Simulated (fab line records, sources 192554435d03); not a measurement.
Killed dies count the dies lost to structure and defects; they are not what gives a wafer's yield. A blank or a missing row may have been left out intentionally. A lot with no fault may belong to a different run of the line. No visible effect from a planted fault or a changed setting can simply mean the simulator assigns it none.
fab line records    flow n5_finfet    part 1 of 2: steps 1 to 4 of 6
record: lots: 23  wafers: 69  last_day: 19
route steps=1938 shown PMOS_HMC_CHANNEL_EPI@73 FIN_SAQP@115
lots untouched by any fault: they come from a run of this same line in which no faults occurred
start_h: the number of hours between the record's first day and the start of the first shown wafer of the lot    wait_h: hours elapsed since this lot's preceding step    " repeats the value in the row above    L1.1+2: one row covering several wafers at once    - value missing, or start not given    * or withheld: withheld    < > ~ a bound
route shown NAME@n: names a module that has steps shown in the file, with the first one's number in the route    usual: the fault-free wafers' mean and standard deviation    same: alike in all rows    chamber/n: place in a boat    sites: per-site readings    _std_site: their standard deviation    _edge_site: mean of outer sites minus mean of inner sites    radius_mm: how far each site lies from the wafer's centre    mask NAME#n: copy n    behind: the last tool/chamber to shape the wafer    hold: why the lot went on hold/how many hours it stayed there/how the hold came to an end    device: the transistor (n, p or np) that didn't switch    end of line: the route-end tests of the same wafers    a step given without rows: its recipe and nothing more    killed: at the first sort, the dies lost to defects and structure; wafer yield is something else    map: dies across one wafer; x = killed, . = not, _ = none there
set.NAME: the setting that was run; set.NAME@STEP: the one run at that earlier step    model.NAME: the simulator's own value behind a step, which no gauge read
the route's steps for a sample of lots (tables are steps, rows are wafers)
services: the hour from which a tool's chamber was out of use, counted from the record's first day as start_h (under 0 if before that day), plus the number of hours and why
== steps ==
step: N5_PMOS_HMC_CHANNEL_EPI_ETCH_38
recipe: chemistry: CF4  target: SiO2  target_depth_a: 15  ion_energy_ev: 350  pressure_mtorr: 10  icp_w: 800  bias_w: 400  cf4_flow_sccm: 80
usual: drypump_motor_current_A: 5.6/0.38  oes_product_au: 1.004/0.015  throttle_valve_pct: 21.78/0.21
lot.wafer  tool       chamber  start_h  wait_h  drypump_motor_current_A  oes_product_au  rf_hours_counter_h  throttle_valve_pct
L074.1     rie_si-02  1        17.79    0.0     5.6                      1.017           149                 21.68
L074.3     "          2        "        "       6.3                      1.014           92                  21.79
L074.6     "          2        "        "       6.3                      1.027           -                   21.79
L075.2     rie_si-03  3        23.61    0.0     5.5                      1.018           92                  21.55
L075.4     "          1        "        "       5.2                      1.003           148                 21.63
L075.6     "          0        "        "       5.1                      1.018           -                   22.06
L076.1     rie_si-06  0        31.16    0.0     5.4                      0.992           159                 21.93
L076.4     "          3        "        "       6.3                      0.994           116                 21.92
L076.5     "          3        "        "       6.2                      0.989           -                   21.91
L077.1     rie_si-03  1        36.12    0.0     5.3                      1.005           149                 21.63
L077.4     "          3        "        "       5.5                      1.003           92                  21.55
L077.5     "          3        "        "       5.5                      1.010           -                   21.55
L078.1     rie_si-06  0        42.46    0.0     5.4                      0.978           159                 21.94
L078.3     "          3        "        "       6.3                      0.993           117                 21.91
L078.4     "          1        "        "       5.7                      0.987           119                 21.91
L079.1     rie_si-02  2        48.82    0.0     6.3                      1.022           93                  21.79
L079.4     "          3        "        "       5.4                      0.993           90                  22.12
L079.6     "          0        "        "       5.6                      1.024           -                   21.72
L080.1     rie_si-06  0        53.50    0.0     5.4                      0.982           160                 21.93
L080.4     "          2        "        "       5.7                      0.992           155                 21.41
L080.6     "          3        "        "       6.3                      0.990           -                   21.91
L081.1     rie_si-02  1        60.74    0.0     5.6                      1.007           150                 21.67
L081.3     "          0        "        "       5.7                      1.027           5                   21.71
L081.4     "          3        "        "       5.4                      0.992           91                  22.12
L082.3     rie_si-03  0        66.12    0.0     5.1                      1.002           2                   22.07
L082.4     "          2        "        "       5.1                      0.983           146                 21.49
L082.6     "          1        "        "       5.3                      1.002           -                   21.61
L083.2     rie_si-02  3        72.72    0.0     5.4                      0.997           91                  22.13
L083.4     "          1        "        "       5.6                      1.010           150                 21.67
L083.6     "          2        "        "       6.3                      1.015           -                   21.80
L084.1     rie_si-02  2        78.02    0.0     6.3                      1.028           93                  21.79
L084.4     "          1        "        "       5.6                      1.017           -                   21.67
L084.6     "          3        "        "       5.3                      1.006           -                   22.14
L085.2     rie_si-03  2        83.48    0.0     5.1                      0.985           146                 21.46
L085.3     "          1        "        "       5.2                      1.005           150                 21.63
L085.4     "          3        "        "       5.5                      1.016           93                  21.56
L086.1     rie_si-02  3        90.04    0.0     5.4                      0.999           91                  22.12
L086.5     "          0        "        "       5.7                      1.026           -                   21.72
L086.6     "          1        "        "       5.6                      1.014           -                   21.67
L087.1     rie_si-06  1        96.56    0.0     5.6                      0.980           121                 21.91
L087.2     "          3        "        "       6.3                      0.982           118                 21.95
L087.5     "          3        "        "       6.3                      0.983           -                   21.91
L088.1     rie_si-03  0        102.22   0.0     5.1                      1.006           2                   22.07
L088.3     "          1        "        "       5.3                      1.015           150                 21.63
L088.6     "          2        "        "       5.1                      0.978           -                   21.44
L089.2     rie_si-02  1        107.94   0.0     5.5                      0.998           150                 21.67
L089.3     "          3        "        "       5.4                      1.002           92                  22.12
L089.6     "          3        "        "       5.4                      0.991           -                   22.13
L090.3     rie_si-02  0        115.10   0.0     5.6                      1.025           6                   21.70
L090.4     "          3        "        "       5.4                      0.995           92                  22.12
L090.5     "          3        "        "       5.3                      0.999           -                   22.12
L092.1     rie_si-02  2        126.04   0.0     6.4                      1.015           94                  21.79
L092.2     "          3        "        "       5.3                      0.990           92                  22.13
L092.6     "          1        "        "       5.6                      1.003           -                   21.68
L093.1     rie_si-02  3        132.26   0.0     5.4                      0.996           92                  22.13
L093.4     "          0        "        "       5.6                      1.031           7                   21.71
L093.6     "          2        "        "       6.4                      1.014           -                   21.79
L094.1     rie_si-03  1        137.72   0.0     5.3                      1.011           151                 21.63
L094.2     "          0        "        "       5.1                      1.012           3                   22.07
L094.5     "          3        "        "       5.5                      1.018           -                   21.56
L095.2     rie_si-06  3        143.76   0.0     6.2                      0.992           119                 21.93
L095.5     "          2        "        "       5.7                      0.989           -                   21.41
L095.6     "          3        "        "       6.3                      0.992           -                   21.92
L096.2     rie_si-02  3        153.08   0.0     5.4                      0.998           92                  22.14
L096.4     "          0        "        "       5.7                      1.026           7                   21.71
L096.5     "          2        "        "       6.3                      1.023           -                   21.79
L097.2     rie_si-02  2        156.08   0.0     6.3                      1.016           95                  21.80
L097.3     "          0        "        "       5.6                      1.025           7                   21.73
L097.6     "          1        "        "       5.6                      0.999           -                   21.67
step: N5_PMOS_HMC_CHANNEL_EPI_EPI_26
recipe: material: Si  target_thk_a: 38  temp_c: 650  precursor: SiH4/H2  pressure_torr: 20  time_s: 22.7
usual: susceptor_temp_C_max: 651.9/1  throttle_valve_pct: 11.12/0.13
same: time_s: 22.7
lot.wafer  tool          chamber  start_h  wait_h  susceptor_temp_C_max  throttle_valve_pct
L074.1     epi_rpcvd-01  0        19.72    0.0     650.4                 11.11
L074.3     "             0        "        "       650.3                 11.10
L074.6     "             0        "        "       651.0                 11.18
L075.2     epi_rpcvd-02  0        26.00    0.1     652.6                 11.09
L075.4     "             0        "        "       653.4                 11.20
L075.6     "             0        "        "       653.3                 10.83
L076.1     epi_rpcvd-01  0        33.10    0.0     651.3                 10.99
L076.4     "             0        "        "       651.0                 11.16
L076.5     "             0        "        "       651.1                 11.13
L077.1     epi_rpcvd-02  0        38.04    0.0     651.9                 11.04
L077.4     "             0        "        "       652.5                 10.98
L077.5     "             0        "        "       652.1                 11.19
L078.1     epi_rpcvd-02  0        44.53    0.0     653.3                 11.09
L078.3     "             0        "        "       652.8                 11.30
L078.4     "             0        "        "       653.3                 10.93
L079.1     epi_rpcvd-02  0        50.75    0.0     653.0                 11.06
L079.4     "             0        "        "       652.5                 11.18
L079.6     "             0        "        "       652.8                 11.13
L080.1     epi_rpcvd-03  0        55.45    0.0     650.6                 11.19
L080.4     "             0        "        "       650.4                 11.04
L080.6     "             0        "        "       651.0                 11.30
L081.1     epi_rpcvd-01  0        62.68    0.0     651.0                 11.05
L081.3     "             0        "        "       650.8                 11.27
L081.4     "             0        "        "       651.1                 11.18
L082.3     epi_rpcvd-02  0        68.30    0.1     653.9                 11.28
L082.4     "             0        "        "       653.1                 11.21
L082.6     "             0        "        "       653.5                 11.04
L083.2     epi_rpcvd-02  0        74.82    0.1     652.1                 11.07
L083.4     "             0        "        "       652.9                 11.11
L083.6     "             0        "        "       652.6                 11.15
L084.1     epi_rpcvd-01  0        79.97    0.0     650.6                 10.97
L084.4     "             0        "        "       650.9                 11.33
L084.6     "             0        "        "       650.9                 11.02
L085.2     epi_rpcvd-02  0        85.94    0.1     651.8                 11.00
L085.3     "             0        "        "       652.9                 11.05
L085.4     "             0        "        "       652.4                 11.40
L086.1     epi_rpcvd-01  0        92.37    0.0     650.7                 11.11
L086.5     "             0        "        "       650.3                 11.15
L086.6     "             0        "        "       651.0                 11.34
L087.1     epi_rpcvd-02  0        98.56    0.0     652.4                 11.13
L087.2     "             0        "        "       652.7                 11.09
L087.5     "             0        "        "       653.2                 11.35
L088.1     epi_rpcvd-02  0        104.16   0.0     652.9                 11.17
L088.3     "             0        "        "       653.0                 11.05
L088.6     "             0        "        "       652.3                 11.35
L089.2     epi_rpcvd-01  0        109.92   0.1     650.5                 11.07
L089.3     "             0        "        "       650.7                 11.04
L089.6     "             0        "        "       650.4                 11.35
L090.3     epi_rpcvd-01  0        117.55   0.1     650.8                 11.07
L090.4     "             0        "        "       650.5                 11.01
L090.5     "             0        "        "       651.0                 11.12
L092.1     epi_rpcvd-02  0        128.15   0.0     652.8                 11.12
L092.2     "             0        "        "       651.5                 11.22
L092.6     "             0        "        "       652.7                 11.14
L093.1     epi_rpcvd-03  0        134.24   0.0     651.3                 10.96
L093.4     "             0        "        "       651.2                 11.21
L093.6     "             0        "        "       651.4                 10.87
L094.1     epi_rpcvd-02  0        139.65   0.0     653.1                 11.18
L094.2     "             0        "        "       653.0                 11.17
L094.5     "             0        "        "       652.2                 11.01
L095.2     epi_rpcvd-02  0        145.74   0.1     652.3                 11.34
L095.5     "             0        "        "       652.1                 10.92
L095.6     "             0        "        "       652.4                 11.00
L096.2     epi_rpcvd-02  0        155.13   0.1     652.8                 10.92
L096.4     "             0        "        "       653.4                 11.11
L096.5     "             0        "        "       652.4                 11.20
L097.2     epi_rpcvd-01  0        158.06   0.1     650.7                 10.98
L097.3     "             0        "        "       650.5                 11.25
L097.6     "             0        "        "       650.9                 11.25
step: N5_FIN_SAQP_ETCH_51
recipe: chemistry: CF4  target: SiARC  target_depth_a: 455  mask_material: CAR-ArF  time_s: 75.8  ion_energy_ev: 80  pressure_mtorr: 40  source_w: 545  bias_w: 36  Ar_flow_sccm: 100  cf4_flow_sccm: 100  ends: cleared
usual: drypump_motor_current_A: 5.9/0.5  etch_rf_on_time_s: 77.2/1.8  oes_product_au: 0.65/0.072  rf_vpp_V: 183.7/1.2  showerhead_plenum_p_Torr: 2.12/0.066  throttle_valve_pct: 15.66/0.26
lot.wafer  tool         chamber  start_h  wait_h  drypump_motor_current_A  etch_rf_on_time_s  oes_product_au  rf_hours_counter_h  rf_vpp_V  showerhead_plenum_p_Torr  throttle_valve_pct
L074.1     rie_diel-03  1        23.40    0.0     5.2                      78.1               0.61            200                 184.3     2.21                      15.56
L074.3     "            0        "        "       5.6                      78.4               0.61            171                 183.1     2.05                      15.55
L074.6     "            2        "        "       5.3                      75.0               0.71            -                   183.1     2.08                      15.19
L075.2     rie_diel-04  1        27.98    0.0     6.4                      82.1               0.59            201                 184.4     2.20                      15.55
L075.4     "            2        "        "       5.6                      76.9               0.64            142                 182.3     2.07                      15.82
L075.6     "            1        "        "       6.4                      81.4               0.59            -                   186.0     2.20                      15.55
L076.1     rie_diel-01  0        35.13    0.0     6.5                      77.3               0.64            140                 184.9     2.24                      15.83
L076.4     "            3        "        "       5.9                      77.9               0.59            237                 183.6     2.11                      15.55
L076.5     "            1        "        "       5.8                      76.4               0.58            -                   183.3     2.11                      16.01
L077.1     rie_diel-04  2        40.79    0.0     5.6                      75.7               0.64            146                 182.6     2.07                      15.81
L077.4     "            0        "        "       6.0                      76.3               0.68            84                  183.8     2.17                      15.87
L077.5     "            2        "        "       5.6                      75.5               0.64            -                   183.1     2.07                      15.82
L078.1     rie_diel-01  3        46.61    0.0     5.9                      77.6               0.59            242                 183.4     2.11                      15.56
L078.3     "            1        "        "       5.8                      76.5               0.57            234                 183.5     2.11                      16.00
L078.4     "            2        "        "       6.6                      75.8               0.69            104                 183.5     2.08                      15.89
L079.1     rie_diel-03  0        53.14    0.0     5.6                      78.1               0.61            182                 182.8     2.05                      15.57
L079.4     "            2        "        "       5.3                      76.3               0.70            78                  182.8     2.08                      15.20
L079.6     "            2        "        "       5.3                      76.3               0.70            -                   183.0     2.08                      15.20
L080.1     rie_diel-01  3        58.23    0.0     5.9                      77.9               0.59            246                 183.2     2.11                      15.57
L080.4     "            2        "        "       6.6                      76.5               0.68            107                 183.6     2.08                      15.90
L080.6     "            3        "        "       6.0                      78.6               0.58            -                   184.2     2.11                      15.57
L081.1     rie_diel-04  0        64.92    0.0     6.0                      76.9               0.68            93                  184.0     2.16                      15.91
L081.3     "            1        "        "       6.4                      82.1               0.58            214                 184.9     2.20                      15.59
L081.4     "            2        "        "       5.6                      77.6               0.64            155                 180.6     2.06                      15.82
L082.3     rie_diel-03  3        70.94    0.0     6.5                      77.2               0.63            172                 184.8     2.22                      15.56
L082.4     "            0        "        "       5.7                      77.4               0.61            188                 183.2     2.05                      15.58
L082.6     "            0        "        "       5.6                      76.4               0.61            -                   182.7     2.05                      15.57
L083.2     rie_diel-01  1        76.99    0.0     5.8                      76.5               0.57            247                 184.0     2.10                      16.04
L083.4     "            0        "        "       6.4                      77.3               0.62            -                   186.8     2.23                      15.86
L083.6     "            1        "        "       5.8                      76.5               0.57            -                   183.3     2.10                      16.04
L084.1     rie_diel-01  2        82.45    0.0     6.6                      76.7               0.67            120                 181.7     2.07                      15.93
L084.4     "            1        "        "       5.7                      76.5               0.57            -                   184.3     2.10                      16.04
L084.6     "            2        "        "       6.6                      77.0               0.67            -                   183.7     2.07                      15.91
L085.2     rie_diel-04  2        92.52    0.0     5.6                      77.8               0.62            166                 182.3     2.06                      15.86
L085.3     "            3        "        "       5.2                      78.5               0.61            202                 183.4     2.03                      15.49
L085.4     "            0        "        "       6.0                      78.0               0.66            104                 184.2     2.16                      15.92
L086.1     rie_diel-01  0        94.77    0.0     6.4                      76.0               0.63            166                 185.5     2.23                      15.87
L086.5     "            2        "        "       6.6                      75.9               0.67            -                   185.4     2.07                      15.93
L086.6     "            3        "        "       5.9                      73.5               0.87            -                   182.8     2.11                      15.09
L087.1     rie_diel-01  3        101.14   0.0     5.9                      74.0               0.85            5                   185.1     2.11                      15.09
L087.2     "            2        "        "       6.6                      76.6               0.66            128                 184.2     2.07                      15.94
L087.5     "            3        "        "       5.9                      74.1               0.85            -                   184.5     2.11                      15.10
L088.1     rie_diel-03  3        106.52   0.0     6.5                      78.1               0.62            182                 183.8     2.21                      15.59
L088.3     "            2        "        "       5.3                      76.7               0.68            98                  181.8     2.07                      15.24
L088.6     "            2        "        "       5.3                      76.9               0.68            -                   182.5     2.07                      15.26
L089.2     rie_diel-01  1        111.80   0.0     5.8                      75.1               0.82            3                   183.5     2.10                      15.51
L089.3     "            2        "        "       6.6                      75.9               0.66            132                 181.2     2.07                      15.93
L089.6     "            1        "        "       5.8                      74.2               0.83            -                   183.6     2.10                      15.53
L090.3     rie_diel-04  3        120.03   0.0     5.2                      78.8               0.60            212                 182.8     2.03                      15.50
L090.4     "            1        "        "       6.4                      81.6               0.56            -                   186.5     2.19                      15.62
L090.5     "            3        "        "       5.2                      78.6               0.61            -                   181.8     2.03                      15.50
L092.1     rie_diel-03  2        130.76   0.0     5.3                      76.2               0.67            104                 181.4     2.07                      15.24
L092.2     "            3        "        "       6.5                      77.9               0.62            190                 184.1     2.21                      15.60
L092.6     "            0        "        "       5.7                      78.7               0.59            -                   183.0     2.04                      15.62
L093.1     rie_diel-04  0        136.60   0.0     6.0                      76.1               0.66            115                 184.4     2.15                      15.94
L093.4     "            3        "        "       5.2                      78.0               0.60            -                   183.6     2.03                      15.49
L093.6     "            0        "        "       6.0                      77.1               0.66            -                   185.5     2.15                      15.95
L094.1     rie_diel-04  1        141.52   0.0     6.4                      81.2               0.56            243                 183.9     2.19                      15.65
L094.2     "            3        "        "       5.2                      77.3               0.60            222                 182.4     2.03                      15.51
L094.5     "            3        "        "       5.2                      77.0               0.60            -                   181.3     2.03                      15.50
L095.2     rie_diel-03  1        147.57   0.0     5.2                      77.4               0.58            240                 184.4     2.19                      15.64
L095.5     "            3        "        "       6.5                      77.7               0.61            -                   185.0     2.21                      15.63
L095.6     "            0        "        "       5.6                      78.3               0.59            -                   183.4     2.04                      15.62
L096.2     rie_diel-04  2        159.97   0.0     5.6                      77.4               0.62            175                 183.1     2.06                      15.88
L096.4     "            2        "        "       5.6                      76.9               0.62            -                   183.5     2.06                      15.87
L096.5     "            2        "        "       5.6                      77.0               0.62            -                   181.4     2.06                      15.87
L097.2     rie_diel-01  1        160.14   0.0     5.7                      74.9               0.77            19                  184.3     2.09                      15.56
L097.3     "            2        "        "       6.6                      76.0               0.64            149                 182.9     2.06                      16.00
L097.6     "            1        "        "       5.8                      74.6               0.78            -                   182.3     2.09                      15.56
step: N5_FIN_SAQP_SPACER1_ALD_24
recipe: material: SiO2  target_thk_a: 203  temp_c: 300  ald_precursor_family: BDEAS  ald_co_reactant: O2-plasma  pulse_time_s: 1  purge_time_s: 2  co_reactant_purge_time_s: 2  ald_cycles: 218  pressure_torr: 2
usual: heater_power_w: 494/47  precursor_pulse_height_rel: 0.997/0.02
same: co_reactant_purge_time_s: 2
lot.wafer  tool        chamber  start_h  wait_h  heater_power_w  precursor_pulse_height_rel
L074.1     ald_sin-02  2        25.19    1.0     466             0.983
L074.3     "           3        "        "       493             1.014
L074.6     "           3        "        "       484             1.010
L075.2     ald_sin-02  3        29.53    0.7     489             0.995
L075.4     "           2        "        "       462             1.022
L075.6     "           3        "        "       486             0.996
L076.1     ald_sin-01  3        36.47    0.3     540             1.015
L076.4     "           0        "        "       597             1.005
L076.5     "           1        "        "       533             1.004
L077.1     ald_sin-03  3        42.33    0.4     492             0.986
L077.4     "           0        "        "       561             0.999
L077.5     "           2        "        "       451             0.977
L078.1     ald_sin-01  1        48.04    0.6     516             0.998
L078.3     "           0        "        "       598             1.016
L078.4     "           2        "        "       450             0.952
L079.1     ald_sin-01  0        55.34    1.4     622             1.011
L079.4     "           2        "        "       452             0.965
L079.6     "           3        "        "       538             0.996
L080.1     ald_sin-02  1        59.55    0.3     469             1.017
L080.4     "           2        "        "       468             0.967
L080.6     "           3        "        "       493             0.985
L081.1     ald_sin-02  1        66.58    0.9     461             1.007
L081.3     "           2        "        "       467             1.004
L081.4     "           3        "        "       479             1.025
L082.3     ald_sin-02  2        73.40    1.3     472             0.992
L082.4     "           1        "        "       470             1.026
L082.6     "           3        "        "       476             1.013
L083.2     ald_sin-02  3        79.12    1.3     482             1.027
L083.4     "           1        "        "       460             1.020
L083.6     "           3        "        "       479             0.989
L084.1     ald_sin-02  0        84.69    1.4     443             1.023
L084.4     "           3        "        "       487             0.995
L084.6     "           2        "        "       455             1.009
L085.2     ald_sin-02  3        96.13    2.7     489             1.012
L085.3     "           2        "        "       474             0.998
L085.4     "           0        "        "       442             0.961
L086.1     ald_sin-03  1        97.13    1.6     473             0.989
L086.5     "           0        "        "       539             1.002
L086.6     "           2        "        "       481             0.983
L087.1     ald_sin-02  3        102.40   0.3     482             1.011
L087.2     "           0        "        "       440             1.037
L087.5     "           0        "        "       459             0.990
L088.1     ald_sin-01  1        107.59   0.3     513             1.009
L088.3     "           2        "        "       449             0.985
L088.6     "           3        "        "       498             1.029
L089.2     ald_sin-03  1        113.20   0.6     482             0.978
L089.3     "           3        "        "       496             0.986
L089.6     "           2        "        "       473             0.992
L090.3     ald_sin-01  0        121.83   0.9     617             0.974
L090.4     "           1        "        "       513             1.029
L090.5     "           2        "        "       465             1.005
L092.1     ald_sin-03  3        131.93   0.3     494             1.000
L092.2     "           1        "        "       472             0.992
L092.6     "           3        "        "       486             1.024
L093.1     ald_sin-03  1        137.67   0.3     480             0.986
L093.4     "           2        "        "       485             0.988
L093.6     "           1        "        "       477             0.994
L094.1     ald_sin-02  0        142.59   0.3     450             1.012
L094.2     "           2        "        "       473             1.015
L094.5     "           0        "        "       444             1.011
L095.2     ald_sin-01  0        148.74   0.3     640             1.015
L095.5     "           1        "        "       509             0.986
L095.6     "           0        "        "       615             1.000
L096.2     ald_sin-03  3        161.15   0.3     513             1.000
L096.4     "           0        "        "       544             0.984
L096.5     "           0        "        "       564             1.008
L097.2     ald_sin-03  1        162.06   0.8     479             0.984
L097.3     "           2        "        "       470             1.018
L097.6     "           0        "        "       550             0.987
